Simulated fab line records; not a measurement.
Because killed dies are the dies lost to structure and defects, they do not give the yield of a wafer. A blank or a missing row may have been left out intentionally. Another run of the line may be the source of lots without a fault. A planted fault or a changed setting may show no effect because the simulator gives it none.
Matching of chambers || flow nand-harc || 4 sister chambers for NHARC_A_BLC_ETCH_16 on rie-diel-13
The step etches the open film in CF4, target depth 39 nm, time 65 s. 4 wafers are shown with their chamber, then 7 later ones without.

== WAFERS WITH THEIR CHAMBER ==
{"wafer": "L767.2", "chamber": 3, "drypump-motor-current-A (A)": 5.7}
{"wafer": "L775.4", "chamber": 0, "drypump-motor-current-A (A)": 5.9}
{"wafer": "L778.1", "chamber": 1, "drypump-motor-current-A (A)": 5.6}
{"wafer": "L778.2", "chamber": 2, "drypump-motor-current-A (A)": 5.8}

== WAFERS MISSING THEIR CHAMBER ==
{"wafer": "L778.6", "drypump-motor-current-A (A)": 5.6}
{"wafer": "L788.4", "drypump-motor-current-A (A)": 5.6}
{"wafer": "L788.5", "drypump-motor-current-A (A)": 6.0}
{"wafer": "L788.6", "drypump-motor-current-A (A)": 5.7}
{"wafer": "L790.1", "drypump-motor-current-A (A)": 5.7}
{"wafer": "L790.2", "drypump-motor-current-A (A)": 5.8}
{"wafer": "L790.5", "drypump-motor-current-A (A)": 5.6}

== WHICH CHAMBER EACH ONE RAN IN ==
{"wafer": "L778.6", "from the rows above": 1, "in truth": 1}
{"wafer": "L788.4", "from the rows above": 1, "in truth": 1}
{"wafer": "L788.5", "from the rows above": 0, "in truth": 0}
{"wafer": "L788.6", "from the rows above": 3, "in truth": 3}
{"wafer": "L790.1", "from the rows above": 3, "in truth": 3}
{"wafer": "L790.2", "from the rows above": 2, "in truth": 2}
{"wafer": "L790.5", "from the rows above": 1, "in truth": 1}
Correctly placed: 7 of 7. Left unplaced by these rows: 0. Wrongly placed: 0.
How it was worked out, from the rows above alone: a wafer's distance from a chamber is the root of the sum, over the readings, of the square of ((its reading less the chamber's mean) divided by the reading's scatter). The wafer belongs to the nearest chamber; if the next one is less than 2 further off, it can't be placed. The mean given for a chamber averages the wafers shown for that chamber. The scatter (one wafer shown for each chamber): square how far every hidden wafer sits from the nearest shown wafer, average those squares and take the square root.
